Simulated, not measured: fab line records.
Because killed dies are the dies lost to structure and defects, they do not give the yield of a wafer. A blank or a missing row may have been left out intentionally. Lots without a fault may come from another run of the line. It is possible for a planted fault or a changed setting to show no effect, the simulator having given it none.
Chamber matching -- flow nand harc -- NHARC_A_CHANNEL_FILL_D1_ALD_25 on ald hk-01 has 4 sister chambers
The step deposits SiOx, target thk 60 nm, pulse time 10 s, ald cycles 600. 8 wafers are shown with their chamber, then 7 later ones without.

## WAFERS WITH THEIR CHAMBER
wafer,chamber,heater power w (W),precursor pulse height rel
L083.3,3,511,0.990
L083.5,2,417,0.995
L083.6,3,504,0.985
L088.2,1,426,1.028
L088.4,0,445,0.969
L088.5,2,407,1.018
L090.2,1,414,1.031
L090.4,0,447,0.986

## WAFERS WHOSE CHAMBER IS MISSING
wafer,heater power w (W),precursor pulse height rel
L090.6,517,1.006
L093.4,516,0.998
L093.2,440,0.977
L093.5,507,1.026
L097.1,421,0.988
L097.2,447,1.005
L097.5,421,1.029

## WHICH CHAMBER EACH WENT THROUGH
wafer,from the rows above,in truth
L090.6,3,3
L093.4,3,3
L093.2,0,0
L093.5,3,3
L097.1,can't be placed: 2 or 1 or 0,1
L097.2,0,0
L097.5,1,1
Correctly placed: 6 of 7. Cannot be placed on the basis of these rows: 1; the candidates contain the true chamber in 1. Wrongly placed: 0.
How it was worked out, from the rows above alone: a wafer's distance from a chamber is the root of the sum, over the readings, of the square of ((its reading less the chamber's mean) divided by the reading's scatter). The wafer belongs to the nearest chamber; if the next one is less than 2 further off, it can't be placed. Each chamber's mean is taken over the wafers shown for it. The scatter: take each reading less its chamber's mean, square it, sum over the shown wafers, divide by the number of wafers less the number of chambers, and take the root.
